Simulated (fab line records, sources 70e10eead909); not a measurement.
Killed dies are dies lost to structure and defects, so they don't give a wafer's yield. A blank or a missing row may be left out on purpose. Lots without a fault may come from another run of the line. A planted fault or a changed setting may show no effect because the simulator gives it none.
Which tool did it? | flow nand_harc | 24 lots, 72 wafers sampled, at 6 steps of a route of 1302

WHAT THE GAUGES READ, wafer by wafer
NHARC_P_M0_INSPECT_27.
lot  | measured     | on                | raw_defect_count
L074 | day 5 23:55  | defect_inspect-01 | 386 279 436
L075 | day 6 15:11  | defect_inspect-02 | 305 313 591
L076 | day 6 19:16  | defect_inspect-01 | 302 341 461
L077 | day 7 09:29  | defect_inspect-02 | 514 430 430
L078 | day 7 18:49  | defect_inspect-01 | 713 618 614
L079 | day 8 13:06  | defect_inspect-02 | 236 191 516
L080 | day 8 16:28  | defect_inspect-02 | 230 195 293
L081 | day 9 10:24  | defect_inspect-02 | 413 474 217
L082 | day 9 11:01  | defect_inspect-02 | 207 505 365
L083 | day 9 16:56  | defect_inspect-01 | 240 238 281
L084 | day 10 11:50 | defect_inspect-02 | 327 215 379
L085 | day 10 16:49 | defect_inspect-01 | 389 448 386
L086 | day 11 00:34 | defect_inspect-01 | 251 284 395
L087 | day 12 04:50 | defect_inspect-01 | 654 688 565
L089 | day 12 06:10 | defect_inspect-01 | 367 460 243
L088 | day 12 07:22 | defect_inspect-02 | 246 267 268
L090 | day 13 02:49 | defect_inspect-01 | 304 133 193
L091 | day 13 04:50 | defect_inspect-01 | 187 360 273
L092 | day 13 20:43 | defect_inspect-01 | 421 286 248
L093 | day 14 01:38 | defect_inspect-01 | 213 130 166
L094 | day 14 11:52 | defect_inspect-02 | 271 396 588
L095 | day 14 20:55 | defect_inspect-01 | 154 204 301
L096 | day 15 06:50 | defect_inspect-01 | 249 195 302
L097 | day 15 18:58 | defect_inspect-02 | 215 206 175

NHARC_P_M2_THK_MEAS_24: measures by xrf.
lot  | measured     | on            | thk_nm (nm)
L074 | day 6 08:14  | film_metro-02 | 145.2 145.2 145.4
L075 | day 6 23:37  | film_metro-02 | 143.6 143.5 142.6
L076 | day 7 03:26  | film_metro-01 | 145.4 145.7 145.9
L077 | day 7 18:03  | film_metro-01 | 142.9 145.7 146.5
L078 | day 8 03:23  | film_metro-02 | 146.7 144.6 146.1
L079 | day 8 21:29  | film_metro-01 | 144.5 146.3 144.8
L080 | day 9 00:28  | film_metro-01 | 142.5 143.5 144.8
L081 | day 9 18:20  | film_metro-02 | 145.3 142.9 145.1
L082 | day 9 19:30  | film_metro-02 | 142.8 144.5 144.6
L083 | day 10 01:10 | film_metro-01 | 144.7 142.9 146.8
L084 | day 10 20:21 | film_metro-02 | 143.7 143.4 143.5
L085 | day 11 02:22 | film_metro-01 | 142.9 143.7 145.9
L086 | day 11 09:05 | film_metro-01 | 147.9 146.1 143.3
L087 | day 12 13:08 | film_metro-01 | 145.2 145.6 145.1
L089 | day 12 14:11 | film_metro-02 | 143.1 141.8 142.4
L088 | day 12 15:56 | film_metro-02 | 146.0 143.7 146.1
L090 | day 13 10:52 | film_metro-01 | 144.5 141.8 144.3
L091 | day 13 13:06 | film_metro-01 | 142.4 144.9 145.4
L092 | day 14 05:01 | film_metro-02 | 144.3 143.2 146.6
L093 | day 14 09:42 | film_metro-02 | 141.9 143.7 143.6
L094 | day 14 20:01 | film_metro-02 | 144.7 141.6 144.3
L095 | day 15 05:24 | film_metro-01 | 146.0 144.8 146.7
L096 | day 15 15:13 | film_metro-01 | 146.6 145.5 143.0
L097 | day 16 03:00 | film_metro-01 | 143.3 143.6 143.5

NHARC_P_BONDPAD_CD_MEAS_13.
lot  | measured     | on        | cd_nm (nm)
L074 | day 6 10:41  | cd_sem-03 | 499.7 501.2 501.8
L075 | day 7 02:08  | cd_sem-02 | 498.1 500.4 501.8
L076 | day 7 05:53  | cd_sem-01 | 505.0 502.5 500.8
L077 | day 7 20:33  | cd_sem-01 | 499.4 504.1 500.3
L078 | day 8 06:01  | cd_sem-03 | 501.5 502.4 498.0
L079 | day 9 00:08  | cd_sem-02 | 502.2 505.8 503.6
L080 | day 9 02:51  | cd_sem-01 | 499.2 499.3 498.2
L081 | day 9 20:49  | cd_sem-03 | 501.2 499.5 498.4
L082 | day 9 21:58  | cd_sem-02 | 498.6 500.9 499.3
L083 | day 10 03:47 | cd_sem-03 | 499.0 502.9 500.6
L084 | day 10 23:35 | cd_sem-01 | 498.9 497.2 497.7
L085 | day 11 04:50 | cd_sem-02 | 501.9 503.5 501.1
L086 | day 11 11:35 | cd_sem-02 | 500.0 502.9 500.9
L087 | day 12 15:35 | cd_sem-03 | 499.0 501.4 500.1
L089 | day 12 16:30 | cd_sem-02 | 498.9 499.6 501.9
L088 | day 12 18:26 | cd_sem-01 | 503.1 503.4 502.4
L090 | day 13 13:22 | cd_sem-01 | 502.2 500.8 497.2
L091 | day 13 15:37 | cd_sem-01 | 498.8 496.4 500.6
L092 | day 14 07:31 | cd_sem-03 | 496.2 498.7 499.7
L093 | day 14 12:21 | cd_sem-02 | 500.2 499.5 501.0
L094 | day 14 22:31 | cd_sem-02 | 502.1 498.9 496.2
L095 | day 15 08:03 | cd_sem-03 | 502.9 501.9 502.7
L096 | day 15 17:34 | cd_sem-02 | 499.6 500.2 500.2
L097 | day 16 05:28 | cd_sem-02 | 499.7 501.6 503.8

WHICH TOOL RAN EACH LOT (tool, then ch and the chambers of the sampled wafers, then the start)
lot  | NHARC_P_M1_ETCH_35                 | NHARC_P_M1_ANNEAL_31             | NHARC_P_M2_ETCH_28
L074 | rie_diel-02 ch 0,1, day 6 01:33    | rtp_anneal-01 ch 0, day 6 03:30  | rie_diel-13 ch 2,3, day 6 08:14 or earlier
L075 | rie_diel-02 ch 0,3, day 6 16:52    | rtp_anneal-02 ch 0, day 6 18:32  | rie_diel-13 ch 0,1, day 6 23:37 or earlier
L076 | rie_diel-03 ch 0,1, day 6 20:57    | rtp_anneal-02 ch 0, day 6 22:42  | rie_diel-11 ch 0,1,3, day 7 03:26 or earlier
L077 | rie_diel-03 ch 0,2, day 7 11:10    | rtp_anneal-02 ch 0, day 7 13:01  | rie_diel-11 ch 0,1, day 7 18:03 or earlier
L078 | rie_diel-02 ch 0,1,2, day 7 20:31  | rtp_anneal-02 ch 0, day 7 22:16  | rie_diel-11 ch 0,2,3, day 8 03:23 or earlier
L079 | rie_diel-02 ch 0,1,2, day 8 14:58  | rtp_anneal-01 ch 0, day 8 16:42  | rie_diel-11 ch 1,2, day 8 21:29 or earlier
L080 | rie_diel-03 ch 0,2,3, day 8 18:08  | rtp_anneal-01 ch 0, day 8 19:48  | rie_diel-07 ch 0,3, day 9 00:28 or earlier
L081 | rie_diel-03 ch 0,1, day 9 11:57    | rtp_anneal-02 ch 0, day 9 13:38  | rie_diel-13 ch 0,3, day 9 18:20 or earlier
L082 | rie_diel-03 ch 1,2, day 9 12:51    | rtp_anneal-02 ch 0, day 9 14:34  | rie_diel-13 ch 1,3, day 9 19:30 or earlier
L083 | rie_diel-02 ch 0,2,3, day 9 18:39  | rtp_anneal-02 ch 0, day 9 20:20  | rie_diel-07 ch 0,1,3, day 10 01:10 or earlier
L084 | rie_diel-02 ch 0,1,2, day 10 13:40 | rtp_anneal-02 ch 0, day 10 15:28 | rie_diel-07 ch 0,1,3, day 10 20:21 or earlier
L085 | rie_diel-02 ch 0,1,2, day 10 18:37 | rtp_anneal-01 ch 0, day 10 20:17 | rie_diel-07 ch 0,3, day 11 02:22 or earlier
L086 | rie_diel-03 ch 0,1,2, day 11 02:15 | rtp_anneal-02 ch 0, day 11 04:00 | rie_diel-11 ch 0,2, day 11 09:05 or earlier
L087 | rie_diel-02 ch 0,2,3, day 12 06:41 | rtp_anneal-02 ch 0, day 12 08:26 | rie_diel-07 ch 0,1,3, day 12 13:08 or earlier
L089 | rie_diel-03 ch 1,2,3, day 12 07:49 | rtp_anneal-01 ch 0, day 12 09:34 | rie_diel-11 ch 1,2, day 12 14:11 or earlier
L088 | rie_diel-02 ch 1,2, day 12 09:02   | rtp_anneal-02 ch 0, day 12 10:42 | rie_diel-07 ch 0,1,3, day 12 15:56 or earlier
L090 | rie_diel-03 ch 1,2, day 13 04:21   | rtp_anneal-02 ch 0, day 13 06:05 | rie_diel-13 ch 2,3, day 13 10:52 or earlier
L091 | rie_diel-03 ch 0,3, day 13 06:31   | rtp_anneal-02 ch 0, day 13 08:14 | rie_diel-11 ch 0,1,3, day 13 13:06 or earlier
L092 | rie_diel-02 ch 1,3, day 13 22:23   | rtp_anneal-02 ch 0, day 14 00:14 | rie_diel-07 ch 2,3, day 14 05:01 or earlier
L093 | rie_diel-02 ch 0,1,3, day 14 03:19 | rtp_anneal-02 ch 0, day 14 04:58 | rie_diel-07 ch 0,1,2, day 14 09:42 or earlier
L094 | rie_diel-03 ch 1,2, day 14 13:32   | rtp_anneal-01 ch 0, day 14 15:17 | rie_diel-13 ch 0,3, day 14 20:01 or earlier
L095 | rie_diel-02 ch 1,2,3, day 14 22:46 | rtp_anneal-01 ch 0, day 15 00:31 | rie_diel-11 ch 0,2,3, day 15 05:24 or earlier
L096 | rie_diel-02 ch 1,2, day 15 08:34   | rtp_anneal-01 ch 0, day 15 10:17 | rie_diel-07 ch 0,1,3, day 15 15:13 or earlier
L097 | rie_diel-02 ch 2,3, day 15 20:39   | rtp_anneal-02 ch 0, day 15 22:25 | rie_diel-11 ch 0,1,3, day 16 03:00 or earlier
- NHARC_P_M1_ETCH_35: etches the open film in N2/H2, target depth 40 nm, overetch 12 nm, time 43.94 s.
- NHARC_P_M1_ANNEAL_31: time 90 s.
- NHARC_P_M2_ETCH_28: etches the open film in CF4/N2, target depth 30 nm, time 72.99 s.

WHAT THE TOOLS THEMSELVES READ (means of the sampled wafers that have a number; where no wafer has one, the mark that the record gives instead)
NHARC_P_M1_ETCH_35.
lot  | tool        | drypump_motor_current_A (A) | oes_product_au (a.u.) | rf_vpp_V (V) | showerhead_plenum_p_Torr (Torr) | throttle_valve_pct (%)
L074 | rie_diel-02 | 5.7                         | 0.992                 | 429.9        | 2.04                            | 14.166
L075 | rie_diel-02 | 5.3                         | 0.985                 | 430.4        | 2.02                            | 14.174
L076 | rie_diel-03 | 5.4                         | 1.000                 | 431.6        | 2.08                            | 14.163
L077 | rie_diel-03 | 5.6                         | 1.003                 | 432.1        | 2.07                            | 14.164
L078 | rie_diel-02 | 5.7                         | 0.995                 | 430.5        | 2.06                            | 14.178
L079 | rie_diel-02 | 5.7                         | 0.988                 | 431.4        | 2.06                            | 14.171
L080 | rie_diel-03 | 5.7                         | 1.000                 | 431.4        | 2.07                            | 14.169
L081 | rie_diel-03 | 5.7                         | 1.002                 | 432.5        | 2.11                            | 14.172
L082 | rie_diel-03 | 6.2                         | 0.989                 | 433.7        | 2.13                            | 14.172
L083 | rie_diel-02 | 5.5                         | 0.997                 | 430.9        | 2.03                            | 14.165
L084 | rie_diel-02 | 5.7                         | 0.998                 | 431.7        | 2.06                            | 14.174
L085 | rie_diel-02 | 5.7                         | 1.007                 | 431.9        | 2.06                            | 14.169
L086 | rie_diel-03 | 5.8                         | 0.999                 | 432.7        | 2.10                            | 14.170
L087 | rie_diel-02 | 5.5                         | 0.993                 | 430.8        | 2.03                            | 14.170
L089 | rie_diel-03 | 6.0                         | 1.001                 | 432.3        | 2.10                            | 14.164
L088 | rie_diel-02 | 5.7                         | 0.993                 | 432.2        | 2.09                            | 14.180
L090 | rie_diel-03 | 6.1                         | 1.002                 | 433.1        | 2.13                            | 14.166
L091 | rie_diel-03 | 5.4                         | 1.007                 | 430.2        | 2.05                            | 14.167
L092 | rie_diel-02 | 5.3                         | 0.998                 | 431.4        | 2.09                            | 14.163
L093 | rie_diel-02 | 5.4                         | 1.001                 | 431.1        | 2.04                            | 14.177
L094 | rie_diel-03 | 6.0                         | 0.996                 | 432.7        | 2.13                            | 14.177
L095 | rie_diel-02 | 5.4                         | 0.999                 | 431.7        | 2.07                            | 14.171
L096 | rie_diel-02 | 5.6                         | 0.991                 | 432.1        | 2.11                            | 14.177
L097 | rie_diel-02 | 5.3                         | 1.006                 | 430.3        | 2.04                            | 14.171

NHARC_P_M1_ANNEAL_31.
lot  | tool          | wafer_temp_C_max
L074 | rtp_anneal-01 | 226.19
L075 | rtp_anneal-02 | 226.09
L076 | rtp_anneal-02 | 225.96
L077 | rtp_anneal-02 | 226.26
L078 | rtp_anneal-02 | 225.59
L079 | rtp_anneal-01 | 226.28
L080 | rtp_anneal-01 | 226.05
L081 | rtp_anneal-02 | 225.88
L082 | rtp_anneal-02 | 225.91
L083 | rtp_anneal-02 | 226.17
L084 | rtp_anneal-02 | 226.14
L085 | rtp_anneal-01 | 226.11
L086 | rtp_anneal-02 | 225.92
L087 | rtp_anneal-02 | 225.91
L089 | rtp_anneal-01 | 226.20
L088 | rtp_anneal-02 | 225.90
L090 | rtp_anneal-02 | 226.08
L091 | rtp_anneal-02 | 225.91
L092 | rtp_anneal-02 | 226.07
L093 | rtp_anneal-02 | 226.01
L094 | rtp_anneal-01 | 226.50
L095 | rtp_anneal-01 | 226.27
L096 | rtp_anneal-01 | 226.23
L097 | rtp_anneal-02 | 225.73

NHARC_P_M2_ETCH_28.
lot  | tool        | drypump_motor_current_A (A) | oes_product_au (a.u.) | rf_vpp_V (V) | showerhead_plenum_p_Torr (Torr) | throttle_valve_pct (%)
L074 | rie_diel-13 | 5.7                         | 1.008                 | 311.4        | 2.48                            | 19.801
L075 | rie_diel-13 | 6.0                         | 1.002                 | 313.0        | 2.59                            | 19.786
L076 | rie_diel-11 | 5.7                         | 0.997                 | 313.8        | 2.62                            | 19.785
L077 | rie_diel-11 | 6.0                         | 1.001                 | 313.9        | 2.60                            | 19.800
L078 | rie_diel-11 | 5.6                         | 0.999                 | 314.6        | 2.64                            | 19.795
L079 | rie_diel-11 | 6.3                         | 1.010                 | 314.0        | 2.65                            | 19.786
L080 | rie_diel-07 | 6.5                         | 0.984                 | 314.4        | 2.65                            | 19.798
L081 | rie_diel-13 | 6.0                         | 0.990                 | 311.9        | 2.50                            | 19.797
L082 | rie_diel-13 | 5.7                         | 1.006                 | 315.1        | 2.66                            | 19.792
L083 | rie_diel-07 | 6.2                         | 0.979                 | 315.1        | 2.62                            | 19.793
L084 | rie_diel-07 | 6.2                         | 0.993                 | 313.7        | 2.62                            | 19.796
L085 | rie_diel-07 | 6.3                         | 0.990                 | 315.2        | 2.68                            | 19.796
L086 | rie_diel-11 | 5.7                         | 1.004                 | 314.1        | 2.63                            | 19.789
L087 | rie_diel-07 | 6.2                         | 0.989                 | 313.4        | 2.62                            | 19.797
L089 | rie_diel-11 | 6.2                         | 0.989                 | 314.6        | 2.65                            | 19.791
L088 | rie_diel-07 | 6.2                         | 0.988                 | 313.7        | 2.62                            | 19.795
L090 | rie_diel-13 | 5.4                         | 1.004                 | 311.4        | 2.46                            | 19.796
L091 | rie_diel-11 | 5.7                         | 1.009                 | 314.1        | 2.62                            | 19.796
L092 | rie_diel-07 | 6.0                         | 0.986                 | 311.5        | 2.53                            | 19.796
L093 | rie_diel-07 | 6.2                         | 0.995                 | 312.3        | 2.53                            | 19.785
L094 | rie_diel-13 | 6.1                         | 1.000                 | 313.0        | 2.50                            | 19.785
L095 | rie_diel-11 | 5.6                         | 0.992                 | 314.3        | 2.64                            | 19.786
L096 | rie_diel-07 | 6.2                         | 0.992                 | 314.3        | 2.61                            | 19.793
L097 | rie_diel-11 | 5.7                         | 1.001                 | 313.6        | 2.62                            | 19.796

THE ANSWER, worked out from the rows above alone
Rule: what is usual is taken from the lots themselves. Put in order of their means at a reading, lots are off if they are a third of the lots or fewer, leave a main group of 4 or more, and stand apart from it by a gap of 3 or more times the standard deviation of the main group's means; of several such gaps the widest counts. A main group whose means are all the same, to the digits that the tables above print for the reading, isn't used. A lot without any number at a reading at which 4 lots or more have one is off too. The other lots that the step has rows for count as sound. The gauges are gone through in route order, then the tools' own readings, and for those a lot's mean is taken as printed above. The first step at which some lot is off is used, and at that step the reading that is off furthest; a lot without a number counts as furthest.
No lot is off at any reading shown: from this, nothing can be told.

WHAT THE SIMULATOR HAD PUT IN
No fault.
